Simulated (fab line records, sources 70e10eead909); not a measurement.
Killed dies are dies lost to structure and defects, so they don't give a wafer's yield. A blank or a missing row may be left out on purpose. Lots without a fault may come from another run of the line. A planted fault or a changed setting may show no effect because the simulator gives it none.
A struck lot beside a sound one | flow nand_harc | 15 steps out of a route of 1159
Sound: wafers L194.2, L194.3, L194.6. Struck: wafer L200.3. (L200.1, L200.4 of the same lot were not struck and are left out.) The cause comes at the end.
At each step with rows: each side's tool, then ch and its chambers, then its first start. Under that, the readings that differ: sound wafers | struck wafers | difference of the means | sigmas: that difference in standard deviations of wafers without a fault.
alike: readings whose means differ by less than 2 such deviations, and words and numbers that are the same on both sides. not compared: withheld readings, readings that some wafer has no value for, bounds like >300 that may hide the same value, and numbers for which the record gives no deviation and whose values overlap.
The two part at a step that has a row with sigmas, a row that says differs or no value, or rows on one side only. Numbers that don't overlap but have no deviation are shown without sigmas and don't part them. A reading that every wafer of one side lacks parts them only if that side has two wafers or more.

first, 1 step without rows for these wafers: NHARC_A_BLC_DESCUM_15 (chemistry O2, time 3 s).
NHARC_A_BLC_ETCH_16: etches the open film in CF4, target depth 39 nm, time 65 s.
  sound on rie_diel-12 ch 0,3, day 17 07:40; struck on rie_diel-12 ch 2, day 18 14:31
  reading               | sound             | struck | difference | sigmas
  oes_product_au (a.u.) | 1.003 1.018 1.006 | 0.991  | -0.018     | -2
  alike: chamber_pressure_mTorr, drypump_motor_current_A, rf_vpp_V, showerhead_plenum_p_Torr, throttle_valve_pct
  not compared: rf_hours_counter_h
then, 1 step without rows for these wafers: NHARC_A_BLC_ETCH_17 (etches the open film in N2/H2, target depth 390 nm, time 609.38 s).
NHARC_A_BLC_ETCH_18: etches the open film in C4F8/O2/Ar, target depth 910 nm.
  sound on rie_diel-12 ch 0,2,3; struck on rie_diel-12 ch 0
  reading               | sound             | struck | difference | sigmas
  oes_product_au (a.u.) | 0.945 0.962 0.950 | 0.991  | +0.039     | +2
  alike: chamber_pressure_mTorr, rf_vpp_V
  not compared: rf_hours_counter_h
NHARC_A_BLC_CD_MEAS_19:
  sound on cd_sem-03, day 17 08:32; struck on cd_sem-01, day 18 15:29
  alike: cd_nm
NHARC_A_BLC_STRIP_29: strips in CF4.
  sound on rie_diel-12 ch 0,2, day 17 08:37; struck on rie_diel-12 ch 2, day 18 15:34
  alike: chamber_pressure_mTorr, drypump_motor_current_A, oes_product_au, rf_vpp_V, showerhead_plenum_p_Torr, throttle_valve_pct
  not compared: rf_hours_counter_h
NHARC_A_BLC_STRIP_21: strips in O2.
  sound on rie_diel-12 ch 1,3, day 17 08:44; struck on rie_diel-12 ch 2, day 18 15:40
  alike: chamber_pressure_mTorr, drypump_motor_current_A, oes_product_au, rf_vpp_V, showerhead_plenum_p_Torr, throttle_valve_pct
  not compared: rf_hours_counter_h
then, 1 step without rows for these wafers: NHARC_A_BLC_STRIP_22 (strips in post etch residue remover, time 600 s).
NHARC_A_BLC_DEGAS_30: time 60 s.
  sound on pvd_sputter-03, day 17 09:08; struck on pvd_sputter-02, day 18 16:05
  alike: heater_power_w
then, 3 steps without rows for these wafers: NHARC_A_BLC_PRE_CLEAN_31 (time 15 s); NHARC_A_BLC_PVD_32 (deposits Ti, target thk 5 nm, time 17.7 s); NHARC_A_BLC_ALD_23 (deposits TiN, target thk 3 nm, pulse time 1 s, ald cycles 150).
NHARC_A_BLC_CVD_24: deposits W, target thk 150 nm, time 434 s.
  sound on cvd_w-01 ch 0, day 17 15:27; struck on cvd_w-02 ch 0, day 18 16:36
  reading                | sound       | struck | difference | sigmas
  throttle_valve_pct (%) | 8.4 8.6 8.4 | 7.7    | -0.8       | -3
  alike: heater_power_w
NHARC_A_BLC_CMP_25: polishes, t overpolish 30 s, target thk 150 nm.
  sound on cmp-03 ch 1,2,3, day 17 15:58; struck on cmp-03 ch 3, day 18 17:03
  reading                | sound          | struck | difference | sigmas
  motor_current_A (A)    | 11.6 14.2 14.2 | 10.7   | -2.6       | -2
  time_to_endpoint_s (s) | 29.2 30.5 34.7 | 51.3   | +19.8      | +8
  alike: overpolish_run_s
NHARC_END_SORT_01:
  the record has rows for the struck wafers here (prober-02 ch 0, day 20 16:11) and none for the sound ones

WHERE THEY PART
First at NHARC_A_BLC_ETCH_16; last, within this record, at NHARC_END_SORT_01.

WHY: what the simulator had put in
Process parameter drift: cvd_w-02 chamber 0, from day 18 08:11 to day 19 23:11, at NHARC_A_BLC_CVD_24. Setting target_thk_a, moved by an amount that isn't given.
